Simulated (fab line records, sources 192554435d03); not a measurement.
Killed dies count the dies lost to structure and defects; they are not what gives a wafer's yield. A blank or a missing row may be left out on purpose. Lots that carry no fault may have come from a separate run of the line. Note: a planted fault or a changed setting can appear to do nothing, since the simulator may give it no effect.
fab line records :: flow n5-finfet
[record]
  lots = 10
  wafers = 30
  last-day = 18
route steps=1938 shown BEOL_M8@1387 BEOL_M9@1416
lots that met no fault: from a run of the same line without faults
start-h: the number of hours between the record's first day and the start of the first shown wafer of the lot :: wait-h: how many hours have passed since the lot's step before this one :: " the same as in the row above :: L1.1+2: a row that stands for several wafers :: - value missing, or start not given :: * or withheld: withheld :: < > ~ a bound
route shown NAME@n: names a module that has steps shown in the file, with the first one's number in the route :: usual: average and standard deviation across the fault-free wafers :: same: alike in all rows :: chamber/n: place in a boat :: sites: the reading at each site :: _std_site: their standard deviation :: _edge_site: outer sites' mean less inner sites' :: radius-mm: for every site, how far away it sits from the centre of the wafer :: mask NAME#n: copy n :: behind: the last tool/chamber to shape the wafer :: hold: what put the lot on hold/how long, in hours/how the hold closed :: device: the n, p or np transistor that did not switch :: end of line: tests run on the same wafers once the route is complete :: a step with no rows: only its recipe :: killed: the dies lost at the first sort to structure and to defects; this is not the yield of the wafer :: map: a wafer's dies, x killed, . not, _ none there
set.NAME: the run value of the setting; set.NAME@STEP: its run value at that earlier step :: model.NAME: the simulator's own value behind a step, which no gauge read
steps of the route over a sample of lots; a table a step, a row a wafer
services: the hour from which a tool's chamber was out of use, counted from the record's first day as start-h (under 0 if before that day), plus the number of hours and why
[[steps]]
[step N5_BEOL_M8_DEGAS_44]
[recipe]
  ambient = vacuum
  temp-c = 250
  time-s = 60
[usual]
  heater-power-w = 326/45
lot.wafer: L362.1
tool: pvd-sputter-02
chamber: -
start-h: 218.77
wait-h: 0.7
heater-power-w: 369

lot.wafer: L362.2
tool: pvd-sputter-02
chamber: -
start-h: 218.77
wait-h: 0.7
heater-power-w: 292

lot.wafer: L362.3
tool: pvd-sputter-02
chamber: -
start-h: 218.77
wait-h: 0.7
heater-power-w: 305

lot.wafer: L363.1
tool: pvd-sputter-01
chamber: -
start-h: 229.55
wait-h: 0.3
heater-power-w: 250

lot.wafer: L363.5
tool: pvd-sputter-01
chamber: -
start-h: 229.55
wait-h: 0.3
heater-power-w: 372

lot.wafer: L363.6
tool: pvd-sputter-01
chamber: -
start-h: 229.55
wait-h: 0.3
heater-power-w: 290

lot.wafer: L370.1
tool: pvd-sputter-02
chamber: -
start-h: 274.72
wait-h: 0.4
heater-power-w: 291

lot.wafer: L370.4
tool: pvd-sputter-02
chamber: -
start-h: 274.72
wait-h: 0.4
heater-power-w: 305

lot.wafer: L370.5
tool: pvd-sputter-02
chamber: -
start-h: 274.72
wait-h: 0.4
heater-power-w: 316

lot.wafer: L377.1
tool: pvd-sputter-02
chamber: -
start-h: 303.59
wait-h: 0.6
heater-power-w: 298

lot.wafer: L377.2
tool: pvd-sputter-02
chamber: -
start-h: 303.59
wait-h: 0.6
heater-power-w: 362

lot.wafer: L377.4
tool: pvd-sputter-02
chamber: -
start-h: 303.59
wait-h: 0.6
heater-power-w: 289

lot.wafer: L376.1
tool: pvd-sputter-01
chamber: -
start-h: 311.89
wait-h: 0.6
heater-power-w: 376

lot.wafer: L376.2
tool: pvd-sputter-01
chamber: -
start-h: 311.89
wait-h: 0.6
heater-power-w: 372

lot.wafer: L376.6
tool: pvd-sputter-01
chamber: -
start-h: 311.89
wait-h: 0.6
heater-power-w: 361

lot.wafer: L378.1
tool: pvd-sputter-03
chamber: -
start-h: 322.54
wait-h: 0.4
heater-power-w: 355

lot.wafer: L378.2
tool: pvd-sputter-03
chamber: -
start-h: 322.54
wait-h: 0.4
heater-power-w: 336

lot.wafer: L378.3
tool: pvd-sputter-03
chamber: -
start-h: 322.54
wait-h: 0.4
heater-power-w: 360

lot.wafer: L379.1
tool: pvd-sputter-02
chamber: -
start-h: 325.89
wait-h: 0.3
heater-power-w: 320

lot.wafer: L379.4
tool: pvd-sputter-02
chamber: -
start-h: 325.89
wait-h: 0.3
heater-power-w: 310

lot.wafer: L379.6
tool: pvd-sputter-02
chamber: -
start-h: 325.89
wait-h: 0.3
heater-power-w: 295

lot.wafer: L382.1
tool: pvd-sputter-01
chamber: -
start-h: 339.50
wait-h: 0.3
heater-power-w: 252

lot.wafer: L382.4
tool: pvd-sputter-01
chamber: -
start-h: 339.50
wait-h: 0.3
heater-power-w: 370

lot.wafer: L382.6
tool: pvd-sputter-01
chamber: -
start-h: 339.50
wait-h: 0.3
heater-power-w: 381

lot.wafer: L383.2
tool: pvd-sputter-03
chamber: -
start-h: 347.95
wait-h: 0.6
heater-power-w: 338

lot.wafer: L383.3
tool: pvd-sputter-03
chamber: -
start-h: 347.95
wait-h: 0.6
heater-power-w: 361

lot.wafer: L383.6
tool: pvd-sputter-03
chamber: -
start-h: 347.95
wait-h: 0.6
heater-power-w: 337

lot.wafer: L384.1
tool: pvd-sputter-01
chamber: -
start-h: 352.14
wait-h: 0.4
heater-power-w: 285

lot.wafer: L384.2
tool: pvd-sputter-01
chamber: -
start-h: 352.14
wait-h: 0.4
heater-power-w: 376

lot.wafer: L384.5
tool: pvd-sputter-01
chamber: -
start-h: 352.14
wait-h: 0.4
heater-power-w: 246
[step N5_BEOL_M9_INSPECT_13]
[recipe]
  mode = adi
  inspect-instrument = brightfield
[usual]
  raw-defect-count = 394/92
lot.wafer: L362.1
tool: defect-inspect-02
chamber: -
start-h: 224.31
wait-h: 0.0
raw-defect-count: 538

lot.wafer: L362.2
tool: defect-inspect-02
chamber: -
start-h: 224.31
wait-h: 0.0
raw-defect-count: 326

lot.wafer: L362.3
tool: defect-inspect-02
chamber: -
start-h: 224.31
wait-h: 0.0
raw-defect-count: 286

lot.wafer: L363.1
tool: defect-inspect-01
chamber: -
start-h: 236.11
wait-h: 0.0
raw-defect-count: 320

lot.wafer: L363.5
tool: defect-inspect-01
chamber: -
start-h: 236.11
wait-h: 0.0
raw-defect-count: 389

lot.wafer: L363.6
tool: defect-inspect-01
chamber: -
start-h: 236.11
wait-h: 0.0
raw-defect-count: 426

lot.wafer: L370.1
tool: defect-inspect-01
chamber: -
start-h: 280.54
wait-h: 0.0
raw-defect-count: 235

lot.wafer: L370.4
tool: defect-inspect-01
chamber: -
start-h: 280.54
wait-h: 0.0
raw-defect-count: 250

lot.wafer: L370.5
tool: defect-inspect-01
chamber: -
start-h: 280.54
wait-h: 0.0
raw-defect-count: 233

lot.wafer: L377.1
tool: defect-inspect-02
chamber: -
start-h: 307.67
wait-h: 0.0
raw-defect-count: 434

lot.wafer: L377.2
tool: defect-inspect-02
chamber: -
start-h: 307.67
wait-h: 0.0
raw-defect-count: 351

lot.wafer: L377.4
tool: defect-inspect-02
chamber: -
start-h: 307.67
wait-h: 0.0
raw-defect-count: 457

lot.wafer: L376.1
tool: defect-inspect-02
chamber: -
start-h: 316.54
wait-h: 0.0
raw-defect-count: 397

lot.wafer: L376.2
tool: defect-inspect-02
chamber: -
start-h: 316.54
wait-h: 0.0
raw-defect-count: 712

lot.wafer: L376.6
tool: defect-inspect-02
chamber: -
start-h: 316.54
wait-h: 0.0
raw-defect-count: 568

lot.wafer: L378.1
tool: defect-inspect-01
chamber: -
start-h: 327.34
wait-h: 0.0
raw-defect-count: 369

lot.wafer: L378.2
tool: defect-inspect-01
chamber: -
start-h: 327.34
wait-h: 0.0
raw-defect-count: 330

lot.wafer: L378.3
tool: defect-inspect-01
chamber: -
start-h: 327.34
wait-h: 0.0
raw-defect-count: 266

lot.wafer: L379.1
tool: defect-inspect-01
chamber: -
start-h: 331.85
wait-h: 0.0
raw-defect-count: 426

lot.wafer: L379.4
tool: defect-inspect-01
chamber: -
start-h: 331.85
wait-h: 0.0
raw-defect-count: 379

lot.wafer: L379.6
tool: defect-inspect-01
chamber: -
start-h: 331.85
wait-h: 0.0
raw-defect-count: 343

lot.wafer: L382.1
tool: defect-inspect-02
chamber: -
start-h: 343.85
wait-h: 0.0
raw-defect-count: 458

lot.wafer: L382.4
tool: defect-inspect-02
chamber: -
start-h: 343.85
wait-h: 0.0
raw-defect-count: 452

lot.wafer: L382.6
tool: defect-inspect-02
chamber: -
start-h: 343.85
wait-h: 0.0
raw-defect-count: 371

lot.wafer: L383.2
tool: defect-inspect-02
chamber: -
start-h: 352.39
wait-h: 0.0
raw-defect-count: 438

lot.wafer: L383.3
tool: defect-inspect-02
chamber: -
start-h: 352.39
wait-h: 0.0
raw-defect-count: 401

lot.wafer: L383.6
tool: defect-inspect-02
chamber: -
start-h: 352.39
wait-h: 0.0
raw-defect-count: 535

lot.wafer: L384.1
tool: defect-inspect-02
chamber: -
start-h: 357.58
wait-h: 0.0
raw-defect-count: 495

lot.wafer: L384.2
tool: defect-inspect-02
chamber: -
start-h: 357.58
wait-h: 0.0
raw-defect-count: 379

lot.wafer: L384.5
tool: defect-inspect-02
chamber: -
start-h: 357.58
wait-h: 0.0
raw-defect-count: 353
[step N5_BEOL_M9_ETCH_61]
[recipe]
  chemistry = CF4
  target = SiARC
  target-depth-a = 390
  mask-material = CAR-ArF
  time-s = 65
  ion-energy-ev = 80
  pressure-mtorr = 40
  source-w = 545
  bias-w = 36
  Ar_flow_sccm = 100
  cf4-flow-sccm = 100
  ends = cleared
[usual]
  bias-w = 35.99/0.089
  drypump-motor-current-A = 5.7/0.32
  etch-rf-on-time-s = 64.6/0.93
  oes-product-au = 0.67/0.065
  rf-vpp-V = 183.8/1.3
  showerhead-plenum-p-Torr = 2.13/0.09
  throttle-valve-pct = 15.68/0.27
lot.wafer: L362.1
tool: rie-diel-02
chamber: 2
start-h: 224.38
wait-h: 0.0
bias-w: 36.07
drypump-motor-current-A: 5.5
etch-rf-on-time-s: 65.5
oes-product-au: 0.65
rf-hours-counter-h: 122
rf-vpp-V: 182.3
showerhead-plenum-p-Torr: 2.06
throttle-valve-pct: 15.51

lot.wafer: L362.2
tool: rie-diel-02
chamber: 3
start-h: 224.38
wait-h: 0.0
bias-w: 36.04
drypump-motor-current-A: 5.5
etch-rf-on-time-s: 65.7
oes-product-au: 0.63
rf-hours-counter-h: 172
rf-vpp-V: 184.8
showerhead-plenum-p-Torr: 2.13
throttle-valve-pct: 15.77

lot.wafer: L362.3
tool: rie-diel-02
chamber: 1
start-h: 224.38
wait-h: 0.0
bias-w: 36.08
drypump-motor-current-A: 6.3
etch-rf-on-time-s: 64.7
oes-product-au: 0.66
rf-hours-counter-h: 113
rf-vpp-V: 184.4
showerhead-plenum-p-Torr: 2.24
throttle-valve-pct: 15.95

lot.wafer: L363.1
tool: rie-diel-02
chamber: 3
start-h: 236.20
wait-h: 0.0
bias-w: 36.03
drypump-motor-current-A: 5.5
etch-rf-on-time-s: 66.8
oes-product-au: 0.62
rf-hours-counter-h: 178
rf-vpp-V: 185.6
showerhead-plenum-p-Torr: 2.13
throttle-valve-pct: 15.78

lot.wafer: L363.5
tool: rie-diel-02
chamber: 2
start-h: 236.20
wait-h: 0.0
bias-w: 35.99
drypump-motor-current-A: 5.5
etch-rf-on-time-s: 65.5
oes-product-au: 0.65
rf-hours-counter-h: -
rf-vpp-V: 182.8
showerhead-plenum-p-Torr: 2.06
throttle-valve-pct: 15.51

lot.wafer: L363.6
tool: rie-diel-02
chamber: 3
start-h: 236.20
wait-h: 0.0
bias-w: 36.15
drypump-motor-current-A: 5.5
etch-rf-on-time-s: 66.7
oes-product-au: 0.63
rf-hours-counter-h: -
rf-vpp-V: 184.9
showerhead-plenum-p-Torr: 2.13
throttle-valve-pct: 15.78

lot.wafer: L370.1
tool: rie-diel-02
chamber: 0
start-h: 280.61
wait-h: 0.0
bias-w: 36.10
drypump-motor-current-A: 5.4
etch-rf-on-time-s: 54.1
oes-product-au: 0.89
rf-hours-counter-h: 9
rf-vpp-V: 182.8
showerhead-plenum-p-Torr: 2.19
throttle-valve-pct: 15.22

lot.wafer: L370.4
tool: rie-diel-02
chamber: 2
start-h: 280.61
wait-h: 0.0
bias-w: 36.17
drypump-motor-current-A: 5.5
etch-rf-on-time-s: 64.0
oes-product-au: 0.65
rf-hours-counter-h: 144
rf-vpp-V: 182.9
showerhead-plenum-p-Torr: 2.06
throttle-valve-pct: 15.56

lot.wafer: L370.5
tool: rie-diel-02
chamber: 0
start-h: 280.61
wait-h: 0.0
bias-w: 35.92
drypump-motor-current-A: 5.4
etch-rf-on-time-s: 54.3
oes-product-au: 0.89
rf-hours-counter-h: -
rf-vpp-V: 184.9
showerhead-plenum-p-Torr: 2.19
throttle-valve-pct: 15.23

lot.wafer: L377.1
tool: rie-diel-06
chamber: 3
start-h: 307.74
wait-h: 0.0
bias-w: 35.86
drypump-motor-current-A: 5.3
etch-rf-on-time-s: 63.4
oes-product-au: 0.77
rf-hours-counter-h: 38
rf-vpp-V: 186.1
showerhead-plenum-p-Torr: 2.27
throttle-valve-pct: 15.26

lot.wafer: L377.2
tool: rie-diel-06
chamber: 0
start-h: 307.74
wait-h: 0.0
bias-w: 35.87
drypump-motor-current-A: 5.7
etch-rf-on-time-s: 64.5
oes-product-au: 0.66
rf-hours-counter-h: 143
rf-vpp-V: 185.4
showerhead-plenum-p-Torr: 2.23
throttle-valve-pct: 15.71

lot.wafer: L377.4
tool: rie-diel-06
chamber: 1
start-h: 307.74
wait-h: 0.0
bias-w: 36.01
drypump-motor-current-A: 5.9
etch-rf-on-time-s: 63.8
oes-product-au: 0.64
rf-hours-counter-h: 173
rf-vpp-V: 181.9
showerhead-plenum-p-Torr: 1.98
throttle-valve-pct: 16.09

lot.wafer: L376.1
tool: rie-diel-06
chamber: 3
start-h: 316.61
wait-h: 0.0
bias-w: 36.03
drypump-motor-current-A: 5.3
etch-rf-on-time-s: 63.6
oes-product-au: 0.77
rf-hours-counter-h: 41
rf-vpp-V: 185.1
showerhead-plenum-p-Torr: 2.27
throttle-valve-pct: 15.26

lot.wafer: L376.2
tool: rie-diel-06
chamber: 2
start-h: 316.61
wait-h: 0.0
bias-w: 35.92
drypump-motor-current-A: 5.9
etch-rf-on-time-s: 64.8
oes-product-au: 0.60
rf-hours-counter-h: 205
rf-vpp-V: 182.3
showerhead-plenum-p-Torr: 2.04
throttle-valve-pct: 16.02

lot.wafer: L376.6
tool: rie-diel-06
chamber: 3
start-h: 316.61
wait-h: 0.0
bias-w: 35.91
drypump-motor-current-A: 5.3
etch-rf-on-time-s: 63.8
oes-product-au: 0.76
rf-hours-counter-h: -
rf-vpp-V: 185.0
showerhead-plenum-p-Torr: 2.27
throttle-valve-pct: 15.27

lot.wafer: L378.1
tool: rie-diel-06
chamber: 3
start-h: 327.41
wait-h: 0.0
bias-w: 36.09
drypump-motor-current-A: 5.3
etch-rf-on-time-s: 63.8
oes-product-au: 0.76
rf-hours-counter-h: 45
rf-vpp-V: 185.7
showerhead-plenum-p-Torr: 2.27
throttle-valve-pct: 15.29

lot.wafer: L378.2
tool: rie-diel-06
chamber: 0
start-h: 327.41
wait-h: 0.0
bias-w: 35.88
drypump-motor-current-A: 5.7
etch-rf-on-time-s: 64.8
oes-product-au: 0.66
rf-hours-counter-h: 150
rf-vpp-V: 185.3
showerhead-plenum-p-Torr: 2.23
throttle-valve-pct: 15.74

lot.wafer: L378.3
tool: rie-diel-06
chamber: 1
start-h: 327.41
wait-h: 0.0
bias-w: 36.21
drypump-motor-current-A: 5.9
etch-rf-on-time-s: 63.1
oes-product-au: 0.63
rf-hours-counter-h: 179
rf-vpp-V: 182.1
showerhead-plenum-p-Torr: 1.98
throttle-valve-pct: 16.11

lot.wafer: L379.1
tool: rie-diel-06
chamber: 0
start-h: 331.92
wait-h: 0.0
bias-w: 35.95
drypump-motor-current-A: 5.7
etch-rf-on-time-s: 65.8
oes-product-au: 0.65
rf-hours-counter-h: 151
rf-vpp-V: 185.6
showerhead-plenum-p-Torr: 2.23
throttle-valve-pct: 15.74

lot.wafer: L379.4
tool: rie-diel-06
chamber: 3
start-h: 331.92
wait-h: 0.0
bias-w: 35.87
drypump-motor-current-A: 5.3
etch-rf-on-time-s: 63.8
oes-product-au: 0.75
rf-hours-counter-h: 46
rf-vpp-V: 185.3
showerhead-plenum-p-Torr: 2.27
throttle-valve-pct: 15.26

lot.wafer: L379.6
tool: rie-diel-06
chamber: 1
start-h: 331.92
wait-h: 0.0
bias-w: 35.95
drypump-motor-current-A: 5.9
etch-rf-on-time-s: 64.1
oes-product-au: 0.63
rf-hours-counter-h: -
rf-vpp-V: 181.3
showerhead-plenum-p-Torr: 1.98
throttle-valve-pct: 16.13

lot.wafer: L382.1
tool: rie-diel-06
chamber: 2
start-h: 343.92
wait-h: 0.0
bias-w: 35.90
drypump-motor-current-A: 5.9
etch-rf-on-time-s: 65.1
oes-product-au: 0.59
rf-hours-counter-h: 211
rf-vpp-V: 182.3
showerhead-plenum-p-Torr: 2.04
throttle-valve-pct: 16.05

lot.wafer: L382.4
tool: rie-diel-06
chamber: 1
start-h: 343.92
wait-h: 0.0
bias-w: 35.95
drypump-motor-current-A: 5.9
etch-rf-on-time-s: 63.5
oes-product-au: 0.62
rf-hours-counter-h: 184
rf-vpp-V: 182.7
showerhead-plenum-p-Torr: 1.98
throttle-valve-pct: 16.11

lot.wafer: L382.6
tool: rie-diel-06
chamber: 1
start-h: 343.92
wait-h: 0.0
bias-w: 36.09
drypump-motor-current-A: 5.9
etch-rf-on-time-s: 64.3
oes-product-au: 0.62
rf-hours-counter-h: -
rf-vpp-V: 183.0
showerhead-plenum-p-Torr: 1.98
throttle-valve-pct: 16.13

lot.wafer: L383.2
tool: rie-diel-02
chamber: 3
start-h: 352.55
wait-h: 0.0
bias-w: 35.92
drypump-motor-current-A: 5.5
etch-rf-on-time-s: 66.4
oes-product-au: 0.61
rf-hours-counter-h: 215
rf-vpp-V: 183.0
showerhead-plenum-p-Torr: 2.12
throttle-valve-pct: 15.86

lot.wafer: L383.3
tool: rie-diel-02
chamber: 2
start-h: 352.55
wait-h: 0.0
bias-w: 36.09
drypump-motor-current-A: 5.5
etch-rf-on-time-s: 65.0
oes-product-au: 0.63
rf-hours-counter-h: 166
rf-vpp-V: 183.2
showerhead-plenum-p-Torr: 2.05
throttle-valve-pct: 15.61

lot.wafer: L383.6
tool: rie-diel-02
chamber: 0
start-h: 352.55
wait-h: 0.0
bias-w: 36.06
drypump-motor-current-A: 5.4
etch-rf-on-time-s: 64.4
oes-product-au: 0.76
rf-hours-counter-h: -
rf-vpp-V: 184.5
showerhead-plenum-p-Torr: 2.18
throttle-valve-pct: 15.30

lot.wafer: L384.1
tool: rie-diel-05
chamber: 0
start-h: 357.67
wait-h: 0.0
bias-w: 35.98
drypump-motor-current-A: 6.2
etch-rf-on-time-s: 64.2
oes-product-au: 0.59
rf-hours-counter-h: 214
rf-vpp-V: 183.9
showerhead-plenum-p-Torr: 2.13
throttle-valve-pct: 15.74

lot.wafer: L384.2
tool: rie-diel-05
chamber: 1
start-h: 357.67
wait-h: 0.0
bias-w: 36.05
drypump-motor-current-A: 5.2
etch-rf-on-time-s: 64.3
oes-product-au: 0.69
rf-hours-counter-h: 79
rf-vpp-V: 183.2
showerhead-plenum-p-Torr: 2.08
throttle-valve-pct: 15.61

lot.wafer: L384.5
tool: rie-diel-05
chamber: 1
start-h: 357.67
wait-h: 0.0
bias-w: 36.10
drypump-motor-current-A: 5.2
etch-rf-on-time-s: 64.4
oes-product-au: 0.69
rf-hours-counter-h: -
rf-vpp-V: 183.3
showerhead-plenum-p-Torr: 2.08
throttle-valve-pct: 15.62
[step N5_BEOL_M9_HM_OPEN_17]
[recipe]
  chemistry = Cl2/BCl3
  target-depth-a = 200
  overetch-a = 60
  target = TiN
  mask-material = SOC
  ion-energy-ev = 150
  pressure-mtorr = 10
  icp-w = 1000
  bias-w = 126
  Cl2_flow_sccm = 53.25
  bcl3-flow-sccm = 21.75
  Ar_flow_sccm = 25
[usual]
  bias-w = 126.0/0.38
  drypump-motor-current-A = 5.8/0.34
  oes-product-au = 0.68/0.085
  throttle-valve-pct = 22.14/0.15
lot.wafer: L362.1
tool: rie-metal-01
chamber: 0
start-h: 224.61
wait-h: 0.0
bias-w: 126.5
drypump-motor-current-A: 6.1
oes-product-au: 0.76
rf-hours-counter-h: 8
throttle-valve-pct: 22.00

lot.wafer: L362.2
tool: rie-metal-01
chamber: 1
start-h: 224.61
wait-h: 0.0
bias-w: 125.5
drypump-motor-current-A: 6.2
oes-product-au: 0.54
rf-hours-counter-h: 109
throttle-valve-pct: 22.09

lot.wafer: L362.3
tool: rie-metal-01
chamber: 0
start-h: 224.61
wait-h: 0.0
bias-w: 125.8
drypump-motor-current-A: 6.1
oes-product-au: 0.76
rf-hours-counter-h: -
throttle-valve-pct: 21.99

lot.wafer: L363.1
tool: rie-metal-01
chamber: 1
start-h: 236.54
wait-h: 0.0
bias-w: 125.7
drypump-motor-current-A: 6.2
oes-product-au: 0.54
rf-hours-counter-h: 110
throttle-valve-pct: 22.08

lot.wafer: L363.5
tool: rie-metal-01
chamber: 0
start-h: 236.54
wait-h: 0.0
bias-w: 126.8
drypump-motor-current-A: 6.1
oes-product-au: 0.76
rf-hours-counter-h: -
throttle-valve-pct: 21.99

lot.wafer: L363.6
tool: rie-metal-01
chamber: 1
start-h: 236.54
wait-h: 0.0
bias-w: 125.8
drypump-motor-current-A: 6.3
oes-product-au: 0.53
rf-hours-counter-h: -
throttle-valve-pct: 22.09

lot.wafer: L370.1
tool: rie-metal-02
chamber: 0
start-h: 280.85
wait-h: 0.0
bias-w: 126.0
drypump-motor-current-A: 5.3
oes-product-au: 0.62
rf-hours-counter-h: 57
throttle-valve-pct: 22.41

lot.wafer: L370.4
tool: rie-metal-02
chamber: 1
start-h: 280.85
wait-h: 0.0
bias-w: 126.1
drypump-motor-current-A: 5.7
oes-product-au: 0.78
rf-hours-counter-h: -
throttle-valve-pct: 22.15

lot.wafer: L370.5
tool: rie-metal-02
chamber: 1
start-h: 280.85
wait-h: 0.0
bias-w: 125.7
drypump-motor-current-A: 5.7
oes-product-au: 0.78
rf-hours-counter-h: -
throttle-valve-pct: 22.14

lot.wafer: L377.1
tool: rie-metal-01
chamber: 1
start-h: 307.97
wait-h: 0.0
bias-w: 126.5
drypump-motor-current-A: 6.2
oes-product-au: 0.53
rf-hours-counter-h: 116
throttle-valve-pct: 22.10

lot.wafer: L377.2
tool: rie-metal-01
chamber: 0
start-h: 307.97
wait-h: 0.0
bias-w: 125.5
drypump-motor-current-A: 6.1
oes-product-au: 0.73
rf-hours-counter-h: 15
throttle-valve-pct: 22.00

lot.wafer: L377.4
tool: rie-metal-01
chamber: 1
start-h: 307.97
wait-h: 0.0
bias-w: 126.0
drypump-motor-current-A: 6.3
oes-product-au: 0.53
rf-hours-counter-h: -
throttle-valve-pct: 22.11

lot.wafer: L376.1
tool: rie-metal-03
chamber: 1
start-h: 316.85
wait-h: 0.0
bias-w: 125.9
drypump-motor-current-A: 5.6
oes-product-au: 0.71
rf-hours-counter-h: 18
throttle-valve-pct: 22.08

lot.wafer: L376.2
tool: rie-metal-03
chamber: 1
start-h: 316.85
wait-h: 0.0
bias-w: 125.6
drypump-motor-current-A: 5.6
oes-product-au: 0.71
rf-hours-counter-h: -
throttle-valve-pct: 22.08

lot.wafer: L376.6
tool: rie-metal-03
chamber: 1
start-h: 316.85
wait-h: 0.0
bias-w: 125.7
drypump-motor-current-A: 5.6
oes-product-au: 0.72
rf-hours-counter-h: -
throttle-valve-pct: 22.07

lot.wafer: L378.1
tool: rie-metal-03
chamber: 1
start-h: 327.65
wait-h: 0.0
bias-w: 125.5
drypump-motor-current-A: 5.6
oes-product-au: 0.71
rf-hours-counter-h: 19
throttle-valve-pct: 22.05

lot.wafer: L378.2
tool: rie-metal-03
chamber: 1
start-h: 327.65
wait-h: 0.0
bias-w: 125.6
drypump-motor-current-A: 5.6
oes-product-au: 0.71
rf-hours-counter-h: -
throttle-valve-pct: 22.04

lot.wafer: L378.3
tool: rie-metal-03
chamber: 1
start-h: 327.65
wait-h: 0.0
bias-w: 125.7
drypump-motor-current-A: 5.6
oes-product-au: 0.71
rf-hours-counter-h: -
throttle-valve-pct: 22.06

lot.wafer: L379.1
tool: rie-metal-02
chamber: 1
start-h: 332.17
wait-h: 0.0
bias-w: 126.1
drypump-motor-current-A: 5.7
oes-product-au: 0.75
rf-hours-counter-h: 15
throttle-valve-pct: 22.16

lot.wafer: L379.4
tool: rie-metal-02
chamber: 1
start-h: 332.17
wait-h: 0.0
bias-w: 126.2
drypump-motor-current-A: 5.7
oes-product-au: 0.76
rf-hours-counter-h: -
throttle-valve-pct: 22.18

lot.wafer: L379.6
tool: rie-metal-02
chamber: 1
start-h: 332.17
wait-h: 0.0
bias-w: 126.1
drypump-motor-current-A: 5.7
oes-product-au: 0.75
rf-hours-counter-h: -
throttle-valve-pct: 22.19

lot.wafer: L382.1
tool: rie-metal-03
chamber: 0
start-h: 344.16
wait-h: 0.0
bias-w: 126.1
drypump-motor-current-A: 5.4
oes-product-au: 0.62
rf-hours-counter-h: 66
throttle-valve-pct: 22.35

lot.wafer: L382.4
tool: rie-metal-03
chamber: 0
start-h: 344.16
wait-h: 0.0
bias-w: 125.8
drypump-motor-current-A: 5.5
oes-product-au: 0.63
rf-hours-counter-h: -
throttle-valve-pct: 22.34

lot.wafer: L382.6
tool: rie-metal-03
chamber: 0
start-h: 344.16
wait-h: 0.0
bias-w: 125.5
drypump-motor-current-A: 5.5
oes-product-au: 0.63
rf-hours-counter-h: -
throttle-valve-pct: 22.33

lot.wafer: L383.2
tool: rie-metal-02
chamber: 1
start-h: 352.79
wait-h: 0.0
bias-w: 126.9
drypump-motor-current-A: 5.7
oes-product-au: 0.74
rf-hours-counter-h: 17
throttle-valve-pct: 22.18

lot.wafer: L383.3
tool: rie-metal-02
chamber: 1
start-h: 352.79
wait-h: 0.0
bias-w: 126.3
drypump-motor-current-A: 5.7
oes-product-au: 0.75
rf-hours-counter-h: -
throttle-valve-pct: 22.16

lot.wafer: L383.6
tool: rie-metal-02
chamber: 1
start-h: 352.79
wait-h: 0.0
bias-w: 127.1
drypump-motor-current-A: 5.7
oes-product-au: 0.75
rf-hours-counter-h: -
throttle-valve-pct: 22.16

lot.wafer: L384.1
tool: rie-metal-01
chamber: 1
start-h: 358.02
wait-h: 0.0
bias-w: 124.9
drypump-motor-current-A: 6.2
oes-product-au: 0.83
rf-hours-counter-h: 1
throttle-valve-pct: 21.89

lot.wafer: L384.2
tool: rie-metal-01
chamber: 0
start-h: 358.02
wait-h: 0.0
bias-w: 126.3
drypump-motor-current-A: 6.1
oes-product-au: 0.71
rf-hours-counter-h: 22
throttle-valve-pct: 22.00

lot.wafer: L384.5
tool: rie-metal-01
chamber: 0
start-h: 358.02
wait-h: 0.0
bias-w: 126.5
drypump-motor-current-A: 6.1
oes-product-au: 0.71
rf-hours-counter-h: -
throttle-valve-pct: 22.02
[[services]]
tool: rie-diel-02
chamber: -
start-h: 211.42
hours: 0.1
kind: repair

tool: rie-diel-02
chamber: 0
start-h: 219.73
hours: -
kind: clean

tool: rie-diel-02
chamber: 0
start-h: 219.73
hours: -
kind: consumable-replace:focus-ring

tool: rie-diel-02
chamber: 0
start-h: 219.73
hours: 32.4
kind: scheduled-down

tool: rie-diel-02
chamber: 0
start-h: 219.73
hours: 32.4
kind: vent-cycle

tool: rie-metal-02
chamber: -
start-h: 224.83
hours: 1.2
kind: repair

tool: rie-metal-03
chamber: -
start-h: 225.57
hours: 28.1
kind: pm

tool: rie-diel-02
chamber: 1
start-h: 234.79
hours: 10.1
kind: repair

tool: rie-metal-02
chamber: -
start-h: 239.47
hours: 1.7
kind: repair

tool: pvd-sputter-03
chamber: -
start-h: 271.86
hours: 1.3
kind: repair

tool: rie-diel-05
chamber: 0
start-h: 290.58
hours: 14.1
kind: repair

tool: rie-metal-01
chamber: -
start-h: 292.87
hours: 14.6
kind: pm

tool: rie-metal-03
chamber: -
start-h: 303.59
hours: 1.4
kind: pm

tool: rie-metal-03
chamber: 0
start-h: 309.96
hours: 21.4
kind: repair

tool: rie-metal-02
chamber: 1
start-h: 310.40
hours: 10.4
kind: repair

tool: rie-diel-06
chamber: 2
start-h: 323.89
hours: 4.5
kind: repair

tool: rie-metal-01
chamber: 1
start-h: 329.06
hours: -
kind: clean

tool: rie-diel-05
chamber: 2
start-h: 335.81
hours: -
kind: clean

tool: rie-diel-05
chamber: 2
start-h: 335.81
hours: -
kind: consumable-replace:focus-ring

tool: rie-diel-05
chamber: 2
start-h: 335.81
hours: 25.0
kind: scheduled-down

tool: rie-diel-05
chamber: 2
start-h: 335.81
hours: 25.0
kind: vent-cycle

tool: rie-diel-02
chamber: 1
start-h: 351.37
hours: 14.6
kind: repair

tool: rie-diel-05
chamber: 3
start-h: 356.99
hours: 15.0
kind: repair
[[key]]
[first-sign]
  step = N5_BEOL_M9_ETCH_61
  reading = etch-rf-on-time-s
  direction = down
  sigmas = 11
  usual = *
  struck = *
effect none on later readings
met-at N5_BEOL_M9_ETCH_61
struck-lots L370
struck-wafers L370.1,L370.5
not-acting-at N5_BEOL_M8_DEGAS_44,N5_BEOL_M9_INSPECT_13,N5_BEOL_M9_HM_OPEN_17
[fault]
  kind = process-parameter-drift
  tool = rie-diel-02
  chamber = 0
  onset-h = 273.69
  steps = N5_BEOL_M9_ETCH_61
  channel = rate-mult
  offset = 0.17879
  shape = step
  end-h = 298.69
